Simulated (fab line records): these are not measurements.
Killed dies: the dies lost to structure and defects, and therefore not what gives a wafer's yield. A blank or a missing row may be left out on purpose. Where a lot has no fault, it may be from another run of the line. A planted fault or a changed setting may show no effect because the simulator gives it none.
fab line records ; flow nand-harc
record: lots: 5; wafers: 15; last-day: 23
route steps=1159 shown A_ONON_D1@447 A_CHANNEL_HOLE_D1@450
lots that met no fault: taken from a fault-free run of the same line
start-h: hours from the record's opening day to when the first of the lot's shown wafers began ; wait-h: how many hours have passed since the lot's step before this one ; " repeats the value in the row above ; L1.1+2: a single row standing in for several wafers ; - no value present, or no start provided ; * or withheld: withheld ; < > ~ a bound
route shown NAME@n: NAME is a module with steps in the file, n the number in the route of the first one ; usual: mean and standard deviation over wafers with no fault ; same: alike in all rows ; chamber/n: place in a boat ; sites: the reading at each site ; _std_site: standard deviation of those values ; _edge_site: outer sites' mean less inner sites' ; radius-mm: how far each site lies from the wafer's centre ; mask NAME#n: copy n ; behind: the tool/chamber that last shaped the wafer ; hold: the reason the lot was held/the length of the hold in hours/how it ended ; device: names the non-switching transistor (n, p or np) ; end of line: the tests these same wafers got at the end of their route ; for a step that has no rows: nothing shown but its recipe ; killed: the dies lost at the first sort to structure and to defects; this is not the yield of the wafer ; map: per-die view of a wafer (x killed, . not killed, _ where there is no die)
set.NAME: the setting that was run; set.NAME@STEP: the one run at that earlier step ; model.NAME: the simulator's own value behind a step, which no gauge read
a table for each step, a row for each wafer; lots at some steps of the route
services: the hour from which a tool's chamber was out of use, counted from the record's first day as start-h (under 0 if before that day), plus the number of hours and why
== steps ==
step: NHARC_A_ONON_D1_THK_MEAS_34
recipe: thk-meas-gauge: ellipsometry
usual: thk-nm: 199.4/2.7
lot.wafer;tool;chamber;start-h;wait-h;thk-nm
L112.1;film-metro-02;-;191.23;-;196.5
L112.3;film-metro-02;-;191.23;-;195.3
L112.6;film-metro-02;-;191.23;-;199.7
L118.1;film-metro-01;-;221.71;-;195.8
L118.2;film-metro-01;-;221.71;-;197.9
L118.4;film-metro-01;-;221.71;-;200.7
L124.1;film-metro-01;-;268.76;-;198.9
L124.2;film-metro-01;-;268.76;-;199.2
L124.5;film-metro-01;-;268.76;-;202.7
L125.1;film-metro-02;-;269.03;-;197.5
L125.3;film-metro-02;-;269.03;-;194.6
L125.5;film-metro-02;-;269.03;-;200.7
L127.2;film-metro-02;-;282.02;-;199.2
L127.5;film-metro-02;-;282.02;-;201.4
L127.6;film-metro-02;-;282.02;-;199.9
step: NHARC_A_ONON_D1_INSPECT_32
usual: raw-defect-count: 74/25
lot.wafer;tool;chamber;start-h;wait-h;raw-defect-count
L112.1;defect-inspect-02;-;191.29;0.0;60
L112.3;defect-inspect-02;-;191.29;0.0;81
L112.6;defect-inspect-02;-;191.29;0.0;130
L118.1;defect-inspect-01;-;221.79;0.1;82
L118.2;defect-inspect-01;-;221.79;0.1;94
L118.4;defect-inspect-01;-;221.79;0.1;96
L124.1;defect-inspect-01;-;268.82;0.0;89
L124.2;defect-inspect-01;-;268.82;0.0;89
L124.5;defect-inspect-01;-;268.82;0.0;63
L125.1;defect-inspect-01;-;269.09;0.0;78
L125.3;defect-inspect-01;-;269.09;0.0;71
L125.5;defect-inspect-01;-;269.09;0.0;104
L127.2;defect-inspect-02;-;282.09;0.0;80
L127.5;defect-inspect-02;-;282.09;0.0;69
L127.6;defect-inspect-02;-;282.09;0.0;101
step: NHARC_A_CHANNEL_HOLE_D1_DEP_00
recipe: target-thk-a: 31000; temp-c: 400; material: aC
usual: throttle-valve-pct: 35.001/0.0087
lot.wafer;tool;chamber;start-h;wait-h;throttle-valve-pct
L112.1;acl-dep-03;0;191.36;0.1;34.995
L112.3;acl-dep-03;0;191.36;0.1;35.002
L112.6;acl-dep-03;0;191.36;0.1;34.984
L118.1;acl-dep-02;0;223.24;1.4;34.992
L118.2;acl-dep-02;0;223.24;1.4;34.995
L118.4;acl-dep-02;0;223.24;1.4;35.005
L124.1;acl-dep-03;0;268.89;0.1;34.995
L124.2;acl-dep-03;0;268.89;0.1;34.987
L124.5;acl-dep-03;0;268.89;0.1;35.015
L125.1;acl-dep-03;0;270.78;1.7;35.001
L125.3;acl-dep-03;0;270.78;1.7;34.996
L125.5;acl-dep-03;0;270.78;1.7;35.001
L127.2;acl-dep-01;0;282.47;0.4;35.000
L127.5;acl-dep-01;0;282.47;0.4;34.999
L127.6;acl-dep-01;0;282.47;0.4;35.010
step: NHARC_A_CHANNEL_HOLE_D1_DEP_01
recipe: target-thk-a: 1400; target-thk-nm: 140; temp-c: 400; pressure-torr: 3.5; flow-sccm: 200; rf-w: 350; material: SiON
step: NHARC_A_CHANNEL_HOLE_D1_DEHYDRATE_02
recipe: temp-c: 150; time-s: 120
step: NHARC_A_CHANNEL_HOLE_D1_HMDS_03
recipe: time-s: 30
step: NHARC_A_CHANNEL_HOLE_D1_COAT_36
recipe: temp-c: 260; time-s: 75
step: NHARC_A_CHANNEL_HOLE_D1_COAT_37
recipe: temp-c: 225; time-s: 65
step: NHARC_A_CHANNEL_HOLE_D1_COAT_04
recipe: spin-rpm: 1500; resist-thk-nm: 90
step: NHARC_A_CHANNEL_HOLE_D1_SOFTBAKE_05
recipe: temp-c: 105; time-s: 55
step: NHARC_A_CHANNEL_HOLE_D1_EBR_06
step: NHARC_A_CHANNEL_HOLE_D1_EXPOSE_07
recipe: na: 1.35; target-cd-nm: 100; sigma-outer: 0.3; dose-mj: 59.65; mask-id: HOLE_D1
lot.wafer;tool;chamber;start-h;wait-h;mask
L112.1+3+6;arfi-scanner-02;0;193.88;-;HOLE_D1#0
L118.1+2+4;arfi-scanner-01;0;225.88;-;HOLE_D1#0
L124.1+2+5;arfi-scanner-03;0;271.38;-;HOLE_D1#0
L125.1+3+5;arfi-scanner-03;0;273.31;-;HOLE_D1#0
L127.2+5+6;arfi-scanner-01;0;284.66;-;HOLE_D1#0
step: NHARC_A_CHANNEL_HOLE_D1_PEB_08
recipe: peb-temp-c: 100; peb-time-s: 65
step: NHARC_A_CHANNEL_HOLE_D1_DEVELOP_09
recipe: develop-time-s: 35; dev-temp-c: 23
step: NHARC_A_CHANNEL_HOLE_D1_CD_MEAS_10
recipe: target-cd-nm: 100; landing-energy-ev: 500
usual: cd-nm: 100.0/0.5
lot.wafer;tool;chamber;start-h;wait-h;cd-nm
L112.1;cd-sem-01;0;194.02;-;99.9
L112.3;cd-sem-01;0;194.02;-;100.7
L112.6;cd-sem-01;0;194.02;-;100.6
L118.1;cd-sem-01;0;226.02;-;99.9
L118.2;cd-sem-01;0;226.02;-;100.0
L118.4;cd-sem-01;0;226.02;-;106.7
L124.1;cd-sem-03;0;271.52;-;100.6
L124.2;cd-sem-03;0;271.52;-;100.5
L124.5;cd-sem-03;0;271.52;-;99.6
L125.1;cd-sem-01;0;273.45;-;99.4
L125.3;cd-sem-01;0;273.45;-;99.1
L125.5;cd-sem-01;0;273.45;-;99.7
L127.2;cd-sem-02;0;284.80;-;100.3
L127.5;cd-sem-02;0;284.80;-;99.3
L127.6;cd-sem-02;0;284.80;-;99.7
step: NHARC_A_CHANNEL_HOLE_D1_OVL_MEAS_11
usual: overlay-x-nm: 0.1/1; overlay-y-nm: 0.0/0.91
lot.wafer;tool;chamber;start-h;wait-h;overlay-x-nm;overlay-y-nm
L112.1;overlay-02;-;194.11;-;0.0;-0.1
L112.3;overlay-02;-;194.11;-;-0.2;-0.3
L112.6;overlay-02;-;194.11;-;-0.2;0.0
L118.1;overlay-02;-;226.11;-;0.2;1.9
L118.2;overlay-02;-;226.11;-;0.3;0.9
L118.4;overlay-02;-;226.11;-;0.2;1.6
L124.1;overlay-02;-;271.61;-;-0.2;0.5
L124.2;overlay-02;-;271.61;-;0.3;0.7
L124.5;overlay-02;-;271.61;-;-0.2;0.8
L125.1;overlay-01;-;273.54;-;0.4;1.3
L125.3;overlay-01;-;273.54;-;0.2;1.6
L125.5;overlay-01;-;273.54;-;1.0;0.9
L127.2;overlay-01;-;284.88;-;2.6;1.1
L127.5;overlay-01;-;284.88;-;1.7;0.2
L127.6;overlay-01;-;284.88;-;1.9;1.5
step: NHARC_A_CHANNEL_HOLE_D1_INSPECT_12
usual: raw-defect-count: 5.4/2.6
lot.wafer;tool;chamber;start-h;wait-h;raw-defect-count
L112.1;defect-inspect-02;-;194.14;0.0;4
L112.3;defect-inspect-02;-;194.14;0.0;8
L112.6;defect-inspect-02;-;194.14;0.0;4
L118.1;defect-inspect-01;-;226.15;0.0;9
L118.2;defect-inspect-01;-;226.15;0.0;11
L118.4;defect-inspect-01;-;226.15;0.0;7
L124.1;defect-inspect-02;-;271.65;0.0;5
L124.2;defect-inspect-02;-;271.65;0.0;4
L124.5;defect-inspect-02;-;271.65;0.0;6
L125.1;defect-inspect-01;-;273.57;0.0;7
L125.3;defect-inspect-01;-;273.57;0.0;6
L125.5;defect-inspect-01;-;273.57;0.0;5
L127.2;defect-inspect-01;-;284.92;0.0;7
L127.5;defect-inspect-01;-;284.92;0.0;6
L127.6;defect-inspect-01;-;284.92;0.0;7
step: NHARC_A_CHANNEL_HOLE_D1_DESCUM_15
recipe: time-s: 3; o2-flow-sccm: 200; ar-flow-sccm: 0; bias-power-w: 0; chemistry: O2
usual: drypump-motor-current-A: 5.9/0.43; oes-product-au: 0.994/0.0081; rf-vpp-V: 57.8/0.93; showerhead-plenum-p-Torr: 1.94/0.08; throttle-valve-pct: 11.312/0.0099
lot.wafer;tool;chamber;start-h;wait-h;drypump-motor-current-A;oes-product-au;rf-hours-counter-h;rf-vpp-V;showerhead-plenum-p-Torr;throttle-valve-pct;model.A_CHANNEL_HOLE_D1.cd-nm
L112.3;rie-diel-06;3;194.21;0.1;6.5;0.991;7;57.4;1.98;11.302;99.96
L112.1;rie-diel-06;0;194.21;0.1;6.5;1.001;8;56.0;1.80;11.296;99.47
L112.6;rie-diel-06;3;194.21;0.1;6.5;0.997;-;57.9;1.97;11.322;99.88
L118.2;rie-diel-12;0;226.21;0.1;5.6;1.001;1;56.7;1.90;11.311;99.9
L118.1;rie-diel-12;3;226.21;0.1;6.3;0.991;1;57.5;1.86;11.304;98.74
L118.4;rie-diel-12;2;226.21;0.1;5.8;0.998;-;59.0;2.05;11.310;105.6
L124.1;rie-diel-02;1;271.71;0.1;5.7;0.991;9;56.9;1.94;11.313;100.9
L124.2;rie-diel-02;0;271.71;0.1;6.2;1.003;9;58.5;1.99;11.312;100.7
L124.5;rie-diel-02;2;271.71;0.1;5.9;1.006;-;57.9;1.98;11.303;99.44
L125.1;rie-diel-12;1;273.63;0.1;5.2;0.993;4;57.1;2.01;11.312;98.48
L125.3;rie-diel-12;2;273.63;0.1;5.8;0.988;5;56.0;2.05;11.322;98.91
L125.5;rie-diel-12;2;273.63;0.1;5.9;0.994;-;57.9;2.05;11.323;99.42
L127.2;rie-diel-12;0;285.00;0.1;5.6;0.989;6;59.1;1.90;11.317;100.3
L127.5;rie-diel-12;2;285.00;0.1;5.8;0.995;-;56.6;2.05;11.309;98.82
L127.6;rie-diel-12;3;285.00;0.1;6.3;0.980;-;57.8;1.86;11.314;99.27
step: NHARC_A_CHANNEL_HOLE_D1_ETCH_38
recipe: target-depth-a: 390; over-etch-frac: 0.3; time-s: 65; ion-energy-ev: 80; cf4-flow-sccm: 150; ar-flow-sccm: 0; rf-w: 300; bias-w: 100; chemistry: CF4
step: NHARC_A_CHANNEL_HOLE_D1_ETCH_39
recipe: target-depth-a: 2600; over-etch-frac: 0.3; time-s: 325; ion-energy-ev: 200; n2-flow-sccm: 150; h2-flow-sccm: 150; ar-flow-sccm: 0; rf-w: 400; bias-w: 150; chemistry: N2/H2
step: NHARC_A_CHANNEL_HOLE_D1_ETCH_34
recipe: target-depth-a: 1540; time-s: 77; cf4-flow-sccm: 100; chf3-flow-sccm: 30; ar-flow-sccm: 0; rf-w: 500; bias-w: 200; chemistry: CF4/CHF3
step: NHARC_A_CHANNEL_HOLE_D1_ETCH_16
recipe: target-depth-a: 31000; over-etch-frac: 0.3; time-s: 806; ion-energy-ev: 150; o2-flow-sccm: 400; cos-flow-sccm: 20; ar-flow-sccm: 0; rf-w: 500; bias-w: 300; chemistry: O2/COS
usual: drypump-motor-current-A: 5.9/0.43; oes-product-au: 0.993/0.0081; rf-vpp-V: 314.7/2.1; showerhead-plenum-p-Torr: 3.16/0.13; throttle-valve-pct: 28.329/0.0087
same: over-etch-frac: 0.3
lot.wafer;tool;chamber;start-h;wait-h;drypump-motor-current-A;oes-product-au;rf-hours-counter-h;rf-vpp-V;showerhead-plenum-p-Torr;throttle-valve-pct
L112.3;rie-diel-06;1;-;-;6.2;1.000;8;311.5;2.94;28.357
L112.1;rie-diel-06;2;-;-;5.2;1.001;8;314.1;3.33;28.334
L112.6;rie-diel-06;1;-;-;6.2;0.995;-;312.8;2.94;28.331
L118.2;rie-diel-12;1;-;-;5.3;0.998;1;315.5;3.26;28.317
L118.4;rie-diel-12;3;-;-;6.3;0.984;2;312.9;3.03;28.314
L118.1;rie-diel-12;0;-;-;5.6;1.003;2;315.2;3.10;28.336
L124.2;rie-diel-02;1;-;-;5.6;0.993;9;315.6;3.17;28.325
L124.1;rie-diel-02;3;-;-;5.7;0.997;8;316.5;3.11;28.334
L124.5;rie-diel-02;1;-;-;5.6;0.981;-;314.5;3.17;28.337
L125.3;rie-diel-12;3;-;-;6.3;0.989;4;313.0;3.03;28.323
L125.1;rie-diel-12;1;-;-;5.2;0.984;4;317.1;3.26;28.328
L125.5;rie-diel-12;3;-;-;6.4;0.980;-;312.5;3.03;28.342
L127.2;rie-diel-12;1;-;-;5.2;0.986;5;316.2;3.26;28.322
L127.6;rie-diel-12;3;-;-;6.3;0.989;-;313.6;3.03;28.323
L127.5;rie-diel-12;0;-;-;5.6;0.998;-;311.8;3.10;28.342
step: NHARC_A_CHANNEL_HOLE_D1_CD_MEAS_18
usual: cd-nm: 99.1/2.5
lot.wafer;tool;chamber;start-h;wait-h;cd-nm
L112.1;cd-sem-03;-;195.33;-;100.3
L112.3;cd-sem-03;-;195.33;-;96.1
L112.6;cd-sem-03;-;195.33;-;96.2
L118.1;cd-sem-01;-;227.40;-;96.2
L118.2;cd-sem-01;-;227.40;-;98.0
L118.4;cd-sem-01;-;227.40;-;104.5
L124.1;cd-sem-02;-;272.82;-;101.3
L124.2;cd-sem-02;-;272.82;-;101.5
L124.5;cd-sem-02;-;272.82;-;101.3
L125.1;cd-sem-02;-;274.74;-;96.3
L125.3;cd-sem-02;-;274.74;-;97.2
L125.5;cd-sem-02;-;274.74;-;93.9
L127.2;cd-sem-01;-;286.09;-;99.6
L127.5;cd-sem-01;-;286.09;-;97.3
L127.6;cd-sem-01;-;286.09;-;98.1
step: NHARC_A_CHANNEL_HOLE_D1_ETCH_19
recipe: bias-v: 1200; source-w: 2500; pressure-mtorr: 15; time-s: 34.5; ar-flow-sccm: 375; c4f8-flow-sccm: 28.8; o2-flow-sccm: 96.2; temp-c: -20; target-depth-a: *; chemistry: C4F8/O2/Ar
step: NHARC_A_CHANNEL_HOLE_D1_ETCH_20
recipe: bias-v: 3000; source-w: withheld; pressure-mtorr: 20; time-s: 361.9; ar-flow-sccm: 375; c4f8-flow-sccm: 89.3; o2-flow-sccm: 35.7; temp-c: -20; target-depth-a: 16000; chemistry: C4F8/O2/Ar
usual: c4f8-flow-sccm: 89.29/0.27; drypump-motor-current-A: 5.6/0.51; esc-clamp-current-uA: 0.02165/0.0003; showerhead-plenum-p-Torr: 3.78/0.11; throttle-valve-pct: 32.153/0.0095
lot.wafer;tool;chamber;start-h;wait-h;c4f8-flow-sccm;drypump-motor-current-A;esc-clamp-current-uA;rf-hours-counter-h;showerhead-plenum-p-Torr;throttle-valve-pct
L112.1;har-etch-01;1;195.53;0.1;88.75;6.3;0.02112;197;3.82;32.153
L112.3;har-etch-01;1;195.53;0.1;89.00;6.3;0.02122;-;3.82;32.164
L112.6;har-etch-01;1;195.53;0.1;88.91;6.3;0.02119;-;3.82;32.160
L118.2;har-etch-02;1;227.58;0.1;89.36;5.1;0.02196;125;3.86;32.145
L118.1;har-etch-02;0;227.58;0.1;89.49;5.3;0.02183;125;3.86;32.155
L118.4;har-etch-02;1;227.58;0.1;89.10;5.0;0.02192;-;3.86;32.147
L124.1;har-etch-02;0;273.00;0.1;89.64;5.2;0.02188;143;3.85;32.156
L124.2;har-etch-02;1;273.00;0.1;89.31;5.0;0.02198;143;3.85;32.170
L124.5;har-etch-02;1;273.00;0.1;89.48;5.0;0.02187;-;3.85;32.154
L125.1;har-etch-02;1;277.17;0.1;89.02;5.1;0.02193;146;3.85;32.170
L125.3;har-etch-02;0;277.17;0.1;89.28;5.2;0.02192;-;3.85;32.132
L125.5;har-etch-02;1;277.17;0.1;89.30;5.0;0.02194;-;3.85;32.136
L127.2;har-etch-01;0;286.27;0.1;89.41;5.8;0.02164;242;3.58;32.158
L127.6;har-etch-01;0;286.27;0.1;89.05;5.8;0.02164;-;3.58;32.157
L127.5;har-etch-01;1;286.27;0.1;89.54;6.4;0.02124;-;3.80;32.137
step: NHARC_A_CHANNEL_HOLE_D1_ETCH_21
recipe: bias-v: 3000; source-w: withheld; pressure-mtorr: 20; time-s: 514.3; ar-flow-sccm: 375; c4f8-flow-sccm: 89.3; o2-flow-sccm: 35.7; temp-c: -20; target-depth-a: 16000; chemistry: C4F8/O2/Ar
usual: c4f8-flow-sccm: 89.29/0.27; drypump-motor-current-A: 5.6/0.51; esc-clamp-current-uA: 0.02165/0.00029; showerhead-plenum-p-Torr: 3.78/0.11; throttle-valve-pct: 32.155/0.0084
lot.wafer;tool;chamber;start-h;wait-h;c4f8-flow-sccm;drypump-motor-current-A;esc-clamp-current-uA;rf-hours-counter-h;showerhead-plenum-p-Torr;throttle-valve-pct
L112.1;har-etch-01;1;195.84;0.3;89.91;6.3;0.02117;198;3.82;32.146
L112.3;har-etch-01;1;195.84;0.3;89.21;6.3;0.0212;-;3.82;32.151
L112.6;har-etch-01;1;195.84;0.3;89.77;6.3;0.02116;-;3.82;32.158
L118.2;har-etch-02;1;227.90;0.3;89.51;5.0;0.02194;125;3.86;32.166
L118.1;har-etch-02;0;227.90;0.3;89.32;5.2;0.02182;125;3.86;32.158
L118.4;har-etch-02;1;227.90;0.3;89.22;5.1;0.02193;-;3.86;32.134
L124.1;har-etch-02;0;273.32;0.3;89.24;5.3;0.0219;143;3.85;32.155
L124.2;har-etch-02;1;273.32;0.3;89.17;5.1;0.02194;143;3.85;32.157
L124.5;har-etch-02;1;273.32;0.3;89.32;5.0;0.02192;-;3.85;32.168
L125.1;har-etch-02;1;277.49;0.3;88.89;5.0;0.02194;147;3.85;32.143
L125.3;har-etch-02;0;277.49;0.3;89.05;5.2;0.02195;-;3.85;32.160
L125.5;har-etch-02;1;277.49;0.3;88.93;5.0;0.02194;-;3.85;32.158
L127.2;har-etch-01;0;286.59;0.3;89.04;5.7;0.0216;242;3.58;32.153
L127.6;har-etch-01;0;286.59;0.3;89.62;5.7;0.02167;-;3.58;32.148
L127.5;har-etch-01;1;286.59;0.3;89.29;6.3;0.02126;-;3.80;32.150
step: NHARC_A_CHANNEL_HOLE_D1_ETCH_22
recipe: bias-v: 3000; source-w: withheld; pressure-mtorr: 20; time-s: 666.7; ar-flow-sccm: 375; c4f8-flow-sccm: 89.3; o2-flow-sccm: 35.7; temp-c: -20; target-depth-a: 16000; chemistry: C4F8/O2/Ar
step: NHARC_A_CHANNEL_HOLE_D1_ETCH_23
recipe: bias-v: 5000; source-w: withheld; pressure-mtorr: 20; time-s: 819; ar-flow-sccm: 375; c4f8-flow-sccm: 89.3; o2-flow-sccm: 35.7; temp-c: -20; target-depth-a: 16000; chemistry: C4F8/O2/Ar
usual: c4f8-flow-sccm: 89.32/0.26; drypump-motor-current-A: 5.6/0.51; esc-clamp-current-uA: 0.02165/0.0003; showerhead-plenum-p-Torr: 3.78/0.11; throttle-valve-pct: 32.156/0.0092
lot.wafer;tool;chamber;start-h;wait-h;c4f8-flow-sccm;drypump-motor-current-A;esc-clamp-current-uA;rf-hours-counter-h;showerhead-plenum-p-Torr;throttle-valve-pct
L112.1;har-etch-01;1;196.85;0.5;88.86;6.4;0.0212;199;3.82;32.143
L112.3;har-etch-01;1;196.85;0.5;89.13;6.3;0.0211;-;3.82;32.165
L112.6;har-etch-01;1;196.85;0.5;88.81;6.3;0.02114;-;3.82;32.154
L118.2;har-etch-02;1;228.91;0.5;88.49;5.0;0.02195;126;3.86;32.164
L118.1;har-etch-02;0;228.91;0.5;89.47;5.2;0.02189;126;3.86;32.172
L118.4;har-etch-02;1;228.91;0.5;88.60;5.0;0.02192;-;3.86;32.147
L124.1;har-etch-02;0;274.33;0.5;89.37;5.2;0.0219;144;3.85;32.157
L124.2;har-etch-02;1;274.33;0.5;89.27;5.0;0.02196;144;3.85;32.174
L124.5;har-etch-02;1;274.33;0.5;89.47;5.0;0.02189;-;3.85;32.158
L125.1;har-etch-02;1;278.50;0.5;89.71;5.0;0.02199;148;3.85;32.148
L125.3;har-etch-02;0;278.50;0.5;89.95;5.2;0.02192;-;3.85;32.143
L125.5;har-etch-02;1;278.50;0.5;89.81;5.0;0.02201;-;3.85;32.163
L127.2;har-etch-01;0;287.60;0.5;88.96;5.7;0.02161;243;3.58;32.148
L127.6;har-etch-01;0;287.60;0.5;89.55;5.7;0.02159;-;3.58;32.170
L127.5;har-etch-01;1;287.60;0.5;89.60;6.3;0.02118;-;3.80;32.174
step: NHARC_A_CHANNEL_HOLE_D1_ETCH_24
recipe: bias-v: 5000; source-w: withheld; pressure-mtorr: 20; time-s: 906.2; ar-flow-sccm: 375; c4f8-flow-sccm: 93.8; o2-flow-sccm: 31.2; temp-c: -20; target-depth-a: 15000; chemistry: C4F8/O2/Ar
step: NHARC_A_CHANNEL_HOLE_D1_ETCH_25
recipe: bias-v: 5000; source-w: withheld; pressure-mtorr: 20; time-s: 1040.2; ar-flow-sccm: 375; c4f8-flow-sccm: 93.8; o2-flow-sccm: 31.2; temp-c: -20; target-depth-a: 15000; chemistry: C4F8/O2/Ar
step: NHARC_A_CHANNEL_HOLE_D1_ETCH_26
recipe: bias-v: 300; source-w: 2000; pressure-mtorr: 30; time-s: 224.1; ar-flow-sccm: 375; c4f8-flow-sccm: 11.4; o2-flow-sccm: 113.6; temp-c: -20; target-depth-a: 3000; chemistry: C4F8/O2/Ar
step: NHARC_A_CHANNEL_HOLE_D1_ETCH_33
recipe: bias-v: 400; source-w: 2000; pressure-mtorr: 25; time-s: 90; ar-flow-sccm: 375; c4f8-flow-sccm: 41.7; o2-flow-sccm: 83.3; temp-c: -20; target-depth-a: 4000; chemistry: C4F8/O2/Ar
step: NHARC_A_CHANNEL_HOLE_D1_STRIP_41
recipe: n2-flow-sccm: 150; h2-flow-sccm: 150; ar-flow-sccm: 0; bias-w: 0; chemistry: N2/H2
step: NHARC_A_CHANNEL_HOLE_D1_STRIP_42
recipe: cf4-flow-sccm: 100; chf3-flow-sccm: 30; ar-flow-sccm: 0; bias-w: 0; chemistry: CF4/CHF3
step: NHARC_A_CHANNEL_HOLE_D1_STRIP_43
recipe: o2-flow-sccm: 400; cos-flow-sccm: 20; ar-flow-sccm: 0; bias-w: 0; chemistry: O2/COS
step: NHARC_A_CHANNEL_HOLE_D1_ETCH_44
recipe: target-depth-a: 1400; overetch-a: 140; time-s: 77; ion-energy-ev: 100; cf4-flow-sccm: 80; o2-flow-sccm: 20; ar-flow-sccm: 0; rf-w: 300; bias-w: 100; chemistry: CF4/O2
usual: drypump-motor-current-A: 5.9/0.48; oes-product-au: 0.991/0.0079; rf-vpp-V: 198.1/1.5; showerhead-plenum-p-Torr: 1.35/0.064; throttle-valve-pct: 13.398/0.01
lot.wafer;tool;chamber;start-h;wait-h;drypump-motor-current-A;oes-product-au;rf-hours-counter-h;rf-vpp-V;showerhead-plenum-p-Torr;throttle-valve-pct;model.A_CHANNEL_HOLE_D1.cd-nm
L112.3;rie-diel-12;2;200.13;0.1;5.8;0.987;11;199.3;1.43;13.388;90.15
L112.1;rie-diel-12;0;200.13;0.1;5.6;0.977;12;197.8;1.33;13.413;89.51
L112.6;rie-diel-12;2;200.13;0.1;5.8;0.971;-;199.2;1.43;13.400;90.11
L118.1;rie-diel-06;2;232.20;0.1;5.2;1.006;11;198.6;1.42;13.410;87.51
L118.2;rie-diel-06;3;232.20;0.1;6.5;0.998;10;197.6;1.38;13.395;89.88
L118.4;rie-diel-06;1;232.20;0.1;6.2;0.985;12;195.4;1.26;13.408;98.42
L124.2;rie-diel-02;0;277.62;0.0;6.2;1.007;10;198.4;1.39;13.393;89.63
L124.1;rie-diel-02;1;277.62;0.0;5.6;0.988;10;197.7;1.36;13.403;91.33
L124.5;rie-diel-02;1;277.62;0.0;5.6;0.989;-;198.3;1.36;13.396;90.4
L125.3;rie-diel-12;3;281.79;0.1;6.4;0.990;6;195.9;1.30;13.392;85.81
L125.1;rie-diel-12;1;281.79;0.1;5.2;0.981;5;199.4;1.40;13.406;87.6
L125.5;rie-diel-12;3;281.79;0.1;6.3;0.992;-;196.1;1.30;13.396;87.76
L127.2;rie-diel-12;3;290.90;0.1;6.3;0.986;7;196.8;1.29;13.415;88.62
L127.6;rie-diel-12;1;290.90;0.1;5.2;0.996;-;199.3;1.40;13.395;87.14
L127.5;rie-diel-12;2;290.90;0.1;5.8;0.991;-;198.6;1.43;13.387;89.45
step: NHARC_A_CHANNEL_HOLE_D1_STRIP_27
recipe: o2-flow-sccm: 500; ar-flow-sccm: 0; bias-w: 0; chemistry: O2
step: NHARC_A_CHANNEL_HOLE_D1_PRECLEAN_28
recipe: time-s: *; temp-c: 50; bath-age-min: 0; chemistry: SC1
step: NHARC_A_CHANNEL_HOLE_D1_SRD_29
step: NHARC_A_CHANNEL_HOLE_D1_CD_MEAS_30
usual: cd-nm: 89.4/1.5
lot.wafer;tool;chamber;start-h;wait-h;cd-nm
L112.1;cd-sem-01;-;200.93;-;89.7
L112.3;cd-sem-01;-;200.93;-;89.9
L112.6;cd-sem-01;-;200.93;-;90.5
L118.1;cd-sem-01;-;233.00;-;87.7
L118.2;cd-sem-01;-;233.00;-;90.4
L118.4;cd-sem-01;-;233.00;-;98.0
L124.1;cd-sem-02;-;278.41;-;91.1
L124.2;cd-sem-02;-;278.41;-;89.1
L124.5;cd-sem-02;-;278.41;-;90.2
L125.1;cd-sem-01;-;282.58;-;87.1
L125.3;cd-sem-01;-;282.58;-;85.6
L125.5;cd-sem-01;-;282.58;-;87.7
L127.2;cd-sem-02;-;291.68;-;88.5
L127.5;cd-sem-02;-;291.68;-;89.6
L127.6;cd-sem-02;-;291.68;-;87.1
step: NHARC_A_CHANNEL_HOLE_D1_XSEM_31
recipe: landing-energy-ev: 35000
usual: bot-cd-nm: 74.0/1.7; bow-nm: 8.50/0.26; tilt-deg: 0.09/0.042
lot.wafer;tool;chamber;start-h;wait-h;bot-cd-nm;bow-nm;tilt-deg
L112.1;xsem-01;0;201.03;0.1;74.4;8.47;0.13
L112.3;xsem-01;0;201.03;0.1;74.8;8.58;0.12
L112.6;xsem-01;0;201.03;0.1;75.4;8.48;0.12
L118.1;xsem-02;0;233.09;0.1;72.3;8.77;0.19
L118.2;xsem-02;0;233.09;0.1;74.7;8.72;0.19
L118.4;xsem-02;0;233.09;0.1;83.2;8.70;0.19
L124.1;xsem-01;0;278.50;0.1;75.4;8.06;0.06
L124.2;xsem-01;0;278.50;0.1;73.9;8.04;0.06
L124.5;xsem-01;0;278.50;0.1;75.1;8.03;0.06
L125.1;xsem-01;0;282.67;0.1;71.9;8.32;0.08
L125.3;xsem-01;0;282.67;0.1;70.5;8.32;0.08
L125.5;xsem-01;0;282.67;0.1;72.7;8.28;0.08
L127.2;xsem-01;0;291.77;0.1;72.5;8.97;0.14
L127.5;xsem-01;0;291.77;0.1;73.5;8.98;0.14
L127.6;xsem-01;0;291.77;0.1;71.1;8.94;0.14
== services ==
tool;chamber;start-h;hours;kind
acl-dep-02;-;168.23;13.0;pm
har-etch-02;-;169.33;6.3;repair
rie-diel-12;0;181.46;-;clean
rie-diel-12;1;181.46;-;clean
rie-diel-12;2;181.46;-;clean
rie-diel-12;3;181.46;-;clean
arfi-scanner-03;-;195.52;0.8;repair
arfi-scanner-01;-;196.00;4.0;pm
rie-diel-12;-;202.40;9.0;pm
rie-diel-12;0;202.40;9.0;vent-cycle
arfi-scanner-02;-;212.47;2.6;repair
arfi-scanner-03;-;215.55;1.4;repair
rie-diel-12;1;215.93;10.7;repair
acl-dep-03;-;225.24;13.0;pm
rie-diel-12;-;238.33;0.8;repair
rie-diel-06;-;241.20;9.0;pm
arfi-scanner-03;-;250.41;1.6;repair
arfi-scanner-03;-;254.37;2.7;repair
arfi-scanner-02;-;256.00;4.0;pm
rie-diel-12;1;265.36;1.6;repair
arfi-scanner-02;-;265.91;1.7;repair
rie-diel-06;1;269.60;12.1;repair
rie-diel-12;1;274.49;2.8;repair
rie-diel-06;0;276.47;9.6;repair
== key ==
first-sign: step: NHARC_A_CHANNEL_HOLE_D1_CD_MEAS_10; reading: cd-nm; direction: up; sigmas: 13; usual: 100.0; struck: 106.7
effect: step: NHARC_A_CHANNEL_HOLE_D1_CD_MEAS_30; reading: cd-nm; direction: up; sigmas: 5.5; usual: 89.4; struck: 98.0
effect: step: NHARC_A_CHANNEL_HOLE_D1_XSEM_31; reading: bot-cd-nm; direction: up; sigmas: 5.5; usual: 74.0; struck: 83.2
model-effect: step: NHARC_A_CHANNEL_HOLE_D1_DESCUM_15; value: A_CHANNEL_HOLE_D1.cd-nm; without: 98.88; struck: 105.6
model-effect: step: NHARC_A_CHANNEL_HOLE_D1_ETCH_44; value: A_CHANNEL_HOLE_D1.cd-nm; without: 91.68; struck: 98.42
met-at NHARC_A_CHANNEL_HOLE_D1_EXPOSE_07
struck-wafers L118.4
tester-left-out L118
fault: kind: process-parameter-drift; tool: arfi-scanner-01; chamber: -; onset-h: 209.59; steps: NHARC_A_CHANNEL_HOLE_D1_EXPOSE_07; channel: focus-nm; offset: 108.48; shape: step; end-h: 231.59; scope: struck-wafers-only
tester-left-out: of these lots the tester's yield and bins aren't shown, on N5 and GAA mostly nor the transistor test; their killed dies are dies lost to structure and defects alone, not to doping, threshold or leakage, so they don't give the yield
